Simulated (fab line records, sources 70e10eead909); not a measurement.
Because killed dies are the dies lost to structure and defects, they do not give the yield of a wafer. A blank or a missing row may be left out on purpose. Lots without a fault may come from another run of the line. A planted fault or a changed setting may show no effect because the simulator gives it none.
Code-filled problem report in 8D (eight disciplines) form | flow nand harc | the parts of the form that need people (team, actions taken, sign-off) are left out

1. PROBLEM STATEMENT
Mean of cd nm at NHARC_P_M0_CD_MEAS_09: 99.2 nm across 6 wafers in 2 lots; on wafers with no fault it is 90.3 nm (standard deviation 0.62). Measured from the usual mean, that is +14 standard deviations.
The step: target cd 90 nm.
Earliest sighting: wafer L697.2 on cd sem-01 at day 10 22:19. The record holds 30 wafers of 10 lots with a number at this step. The rule behind "out" and "out of limits": a value lying over 4 standard deviations away from the usual mean. All remaining wafers that have a number are taken as sound.

2. WHAT IT IS, AND WHAT IT ISN'T
question                    | is                     | is not
which readings at this step | cd nm                  | -
which lots                  | L697, L700             | L685, L690, L691, L692, L696, L703, L707, L708
which wafers of those lots  | all that have a number | -
read on which gauges        | cd sem-01, cd sem-03   | cd sem-02
when                        | from day 10 22:19      | up to then (15 sound wafers); but 9 sound wafers of L703, L707, L708 came after

3. THE SUSPECTS, EACH WITH WHAT RULES IT OUT
Counting: a tool at any process step up to the reading remains a suspect when it ran all the lots that are out and ran no sound lot after the first of those.
- the gauge at NHARC_P_M0_CD_MEAS_09 is ruled out. 2 gauges (cd sem-01, cd sem-03) read the wafers that are out.
- rie diel-07 at NHARC_P_CONTACT_STRIP_28 (strips in O2): ruled out as a lasting fault. The sound lots L703 went through it after L697, its earliest lot that is out (day 10 19:11).
- litho track-06 at NHARC_P_M0_PEB_07 (peb time 65 s): kept. It processed each lot that is out, first L697 at day 10 22:14, and no sound lot thereafter; up to then, the last sound lot it processed was L696 at day 10 16:23. Out on those wafers are its own readings of heater power total W, plate temp C.
After counting, what remains is litho track-06 at NHARC_P_M0_PEB_07.

4. THE CAUSE (what the simulator had put in)
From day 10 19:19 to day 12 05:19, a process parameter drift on litho track-06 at NHARC_P_M0_PEB_07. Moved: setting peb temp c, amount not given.
Counting left only this tool.

5. SEQUENCE OF EFFECTS, ordered by route
Each row: a reading whose mean over the struck wafers that have a number lies more than 3 standard deviations from the usual. Scope: only readings with a usual standard deviation given in the record; hours: median across lots of the time from each lot's start at the first step in this table that gives one to its start at this step; sigmas: change in usual standard deviations.
hours | step                  | reading              | usual   | on struck wafers | change | sigmas
0     | NHARC_P_M0_PEB_07     | heater power total W | 156.6 W | 162.2            | +5.6   | +13
0     | NHARC_P_M0_PEB_07     | plate temp C         | 99.99 C | 102.54           | +2.55  | +17
0     | NHARC_P_M0_CD_MEAS_09 | cd nm                | 90.3 nm | 99.2             | +8.9   | +14
The process steps in it:
- NHARC_P_M0_PEB_07: peb time 65 s.
Later steps that measure or inspect, where all struck wafers having a row at the step show a number for every such reading and not one has moved that far: NHARC_P_M0_INSPECT_11, NHARC_END_SORT_01.

6. WHAT WOULD HAVE CAUGHT IT SOONER
3 hours passed between the start of the fault at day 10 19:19 and the first reading out of limits at a measuring or inspecting step in this record, taken at day 10 22:19.
The tool's own readings at NHARC_P_M0_PEB_07 were out on every struck wafer that the step has a row for (heater power total W, plate temp C): an alarm limit on them would have fired on the first of those.
Of the lots that are out (2), L700 began NHARC_P_M0_PEB_07 on litho track-06 after day 10 22:19. Putting the tool on hold at that point would have spared it.
